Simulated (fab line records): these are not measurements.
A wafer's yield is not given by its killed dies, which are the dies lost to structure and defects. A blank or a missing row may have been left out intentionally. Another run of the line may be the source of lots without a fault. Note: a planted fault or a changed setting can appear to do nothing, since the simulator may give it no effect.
Split-lot trial -- flow n5-finfet -- 21 wafers read across 7 lots, on a route 1938 steps long

THE SPLIT
At N5_BEOL_M5_COAT_71 (time 60 s, resist thk 5 nm), the setting spin-rpm was moved away from the recipe's 1500 rpm on 5 of the 21 wafers read, by -8.1% to +11.2%. All remaining wafers had this setting at the recipe value.

FROM THE SPLIT TO THE READING: what the file shows between them, 3 steps
- N5_BEOL_M5_COAT_05: resist thk 30 nm
- N5_BEOL_M5_EBR_07
- N5_BEOL_M5_DESCUM_16: chemistry O2, time 7 s

THE READING
etch.depth-nm (the simulator's own value, which no gauge read), in nm, at N5_BEOL_M5_ETCH_72 (etches underlayer in N2/H2, target depth 6.5 nm, time 5.2 s). There is no usual value for it anywhere in the file. Here, 16 wafers ran the recipe; their average is 4.996 nm with a standard deviation of 0.013 nm.

wafer,"tool, chamber at the split","spin-rpm as run, rpm",against the recipe,"etch.depth-nm, nm",against lot-mates on the recipe
L077.1,"litho-track-02, 0",1379,-8.1%,5.193,+0.211
L077.3,"litho-track-02, 0",1379,-8.1%,5.214,+0.232
L077.4,"litho-track-02, 0",1500,recipe,4.982,-
L081.3,"litho-track-02, 0",1500,recipe,5.01,-
L081.5,"litho-track-02, 0",1444,-3.7%,5.123,+0.122
L081.6,"litho-track-02, 0",1500,recipe,4.993,-
L088.1,"litho-track-05, 0",1500,recipe,4.986,-
L088.3,"litho-track-05, 0",1500,recipe,4.994,-
L088.5,"litho-track-05, 0",1500,recipe,4.984,-
L090.1,"litho-track-05, 0",1500,recipe,4.984,-
L090.4,"litho-track-05, 0",1500,recipe,4.999,-
L090.5,"litho-track-05, 0",1500,recipe,4.993,-
L091.3,"litho-track-01, 0",1500,recipe,5.002,-
L091.4,"litho-track-01, 0",1500,recipe,5.002,-
L091.6,"litho-track-01, 0",1500,recipe,5.021,-
L095.3,"litho-track-05, 0",1500,recipe,4.99,-
L095.4,"litho-track-05, 0",1500,recipe,4.984,-
L095.6,"litho-track-05, 0",1500,recipe,4.994,-
L096.1,"litho-track-02, 0",1668,+11.2%,4.769,-0.256
L096.4,"litho-track-02, 0",1668,+11.2%,4.762,-0.263
L096.5,"litho-track-02, 0",1500,recipe,5.025,-

THE FIT
A straight line over all 21 wafers: etch.depth-nm changes by -0.0228 nm for each +1% of spin-rpm; r = -0.99; the points scatter about the line by 0.018 nm.
The same after taking each lot's own level away (the mean of its wafers on the recipe; 21 wafers): -0.0249 nm for each +1%; r = -0.99; scatter 0.012 nm.
On that fit, the largest move of spin-rpm shifts the reading by 0.28 nm.
Measured against the standard deviation above, the lots' own levels, which go from 4.9820 to 5.0250 nm, span 3.4 times it.
Consequently the slope shifts little with the lot-to-lot level, the two slopes agreeing.
Check: -0.284 nm against its lot-mates is what the line predicts for one of the wafers moved furthest among these (+11.2%) when that wafer is left out of the fit. Against them it came out at -0.256 nm.

ADDITIONAL SPLITS CARRIED BY THESE WAFERS
Note: prior to the reading, these wafers also went through further splits. Each is held against what the fit with the lots' levels taken away leaves over:
other split on the same wafers,wafers away from the commonest value,r with etch.depth-nm (lot level and that fit taken away)
N5_BEOL_M0_CUTY_EXPOSE_54 dose-mj,6,-0.01
N5_BEOL_M0_CUTY_DESCUM_61 time-s,8,+0.04
N5_BEOL_M2_PECVD_72 temp-c,4,+0.08
N5_BEOL_M2_COAT_62 spin-rpm,11,+0.03
N5_BEOL_M4_ILD_DEP_00 time-s,13,-0.12
N5_BEOL_M4_COAT_73 spin-rpm,5,+0.29

THE FILE'S OWN FIT
etch.depth-nm changes by -0.0252 nm for each +1% of spin-rpm, r = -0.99.
